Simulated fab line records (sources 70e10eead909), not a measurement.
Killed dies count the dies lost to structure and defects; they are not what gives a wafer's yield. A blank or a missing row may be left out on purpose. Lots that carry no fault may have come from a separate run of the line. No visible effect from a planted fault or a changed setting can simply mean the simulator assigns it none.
Matching of chambers || flow nandHarc || NHARC_A_BONDPAD_STRIP_15 on rieDiel-05: 4 sister chambers
The step strips in O2. 14 wafers are shown with their chamber, then 7 later ones without.

## WAFERS, EACH WITH ITS CHAMBER
{"wafer": "L896.2", "chamber": 1, "showerheadPlenumPTorr (Torr)": 3.31, "drypumpMotorCurrentA (A)": 5.42, "oesProductAu (a.u.)": 1.006}
{"wafer": "L896.5", "chamber": 2, "showerheadPlenumPTorr (Torr)": 3.32, "drypumpMotorCurrentA (A)": 5.76, "oesProductAu (a.u.)": 0.995}
{"wafer": "L896.6", "chamber": 3, "showerheadPlenumPTorr (Torr)": 3.51, "drypumpMotorCurrentA (A)": 5.38, "oesProductAu (a.u.)": 1.007}
{"wafer": "L898.3", "chamber": 0, "showerheadPlenumPTorr (Torr)": 3.58, "drypumpMotorCurrentA (A)": 5.71, "oesProductAu (a.u.)": 0.992}
{"wafer": "L898.4", "chamber": 3, "showerheadPlenumPTorr (Torr)": 3.51, "drypumpMotorCurrentA (A)": 5.38, "oesProductAu (a.u.)": 1.007}
{"wafer": "L898.6", "chamber": 2, "showerheadPlenumPTorr (Torr)": 3.32, "drypumpMotorCurrentA (A)": 5.75, "oesProductAu (a.u.)": 1.006}
{"wafer": "L900.2", "chamber": 3, "showerheadPlenumPTorr (Torr)": 3.51, "drypumpMotorCurrentA (A)": 5.39, "oesProductAu (a.u.)": 1.005}
{"wafer": "L900.5", "chamber": 1, "showerheadPlenumPTorr (Torr)": 3.31, "drypumpMotorCurrentA (A)": 5.40, "oesProductAu (a.u.)": 1.026}
{"wafer": "L900.6", "chamber": 2, "showerheadPlenumPTorr (Torr)": 3.31, "drypumpMotorCurrentA (A)": 5.76, "oesProductAu (a.u.)": 1.019}
{"wafer": "L902.1", "chamber": 1, "showerheadPlenumPTorr (Torr)": 3.31, "drypumpMotorCurrentA (A)": 5.42, "oesProductAu (a.u.)": 1.019}
{"wafer": "L902.4", "chamber": 0, "showerheadPlenumPTorr (Torr)": 3.58, "drypumpMotorCurrentA (A)": 5.73, "oesProductAu (a.u.)": 1.003}
{"wafer": "L902.6", "chamber": 3, "showerheadPlenumPTorr (Torr)": 3.51, "drypumpMotorCurrentA (A)": 5.37, "oesProductAu (a.u.)": 1.002}
{"wafer": "L904.1", "chamber": 0, "showerheadPlenumPTorr (Torr)": 3.58, "drypumpMotorCurrentA (A)": 5.68, "oesProductAu (a.u.)": 0.989}
{"wafer": "L904.2", "chamber": 1, "showerheadPlenumPTorr (Torr)": 3.31, "drypumpMotorCurrentA (A)": 5.42, "oesProductAu (a.u.)": 1.020}

SIGNATURES, as means of the wafers listed above
{"reading": "showerheadPlenumPTorr", "chamber 0": 3.5800, "chamber 1": 3.3100, "chamber 2": 3.3167, "chamber 3": 3.5100, "scatter within a chamber": 0.00258}
{"reading": "drypumpMotorCurrentA", "chamber 0": 5.7067, "chamber 1": 5.4150, "chamber 2": 5.7567, "chamber 3": 5.3800, "scatter within a chamber": 0.0135}
{"reading": "oesProductAu", "chamber 0": 0.99467, "chamber 1": 1.01775, "chamber 2": 1.00667, "chamber 3": 1.00525, "scatter within a chamber": 0.00792}
Rule: for a wafer and a chamber, the distance is found by dividing, reading by reading, the gap between the wafer's reading and the chamber's mean by the reading's scatter, squaring, summing and taking the root. If the next closest chamber is less than 2 further off than the closest, the wafer can't be placed; otherwise it belongs to the closest. The scatter: the root of (the sum of the squares of (reading less its chamber's mean) over the shown wafers, divided by (wafers less chambers)).

## WAFERS MISSING THEIR CHAMBER
{"wafer": "L904.3", "showerheadPlenumPTorr (Torr)": 3.31, "drypumpMotorCurrentA (A)": 5.74, "oesProductAu (a.u.)": 1.008}
{"wafer": "L906.1", "showerheadPlenumPTorr (Torr)": 3.31, "drypumpMotorCurrentA (A)": 5.44, "oesProductAu (a.u.)": 1.019}
{"wafer": "L906.3", "showerheadPlenumPTorr (Torr)": 3.58, "drypumpMotorCurrentA (A)": 5.73, "oesProductAu (a.u.)": 0.988}
{"wafer": "L906.4", "showerheadPlenumPTorr (Torr)": 3.31, "drypumpMotorCurrentA (A)": 5.73, "oesProductAu (a.u.)": 0.997}
{"wafer": "L912.1", "showerheadPlenumPTorr (Torr)": 3.58, "drypumpMotorCurrentA (A)": 5.75, "oesProductAu (a.u.)": 0.982}
{"wafer": "L912.3", "showerheadPlenumPTorr (Torr)": 3.31, "drypumpMotorCurrentA (A)": 5.79, "oesProductAu (a.u.)": 0.996}
{"wafer": "L912.6", "showerheadPlenumPTorr (Torr)": 3.31, "drypumpMotorCurrentA (A)": 5.76, "oesProductAu (a.u.)": 0.998}

## WHICH CHAMBER EACH WENT THROUGH
{"wafer": "L904.3", "from the rows above": 2, "in truth": 2}
{"wafer": "L906.1", "from the rows above": 1, "in truth": 1}
{"wafer": "L906.3", "from the rows above": 0, "in truth": 0}
{"wafer": "L906.4", "from the rows above": 2, "in truth": 2}
{"wafer": "L912.1", "from the rows above": 0, "in truth": 0}
{"wafer": "L912.3", "from the rows above": 2, "in truth": 2}
{"wafer": "L912.6", "from the rows above": 2, "in truth": 2}
Correctly placed: 7 of 7. Not placeable from these rows: 0. 0 placed wrongly.
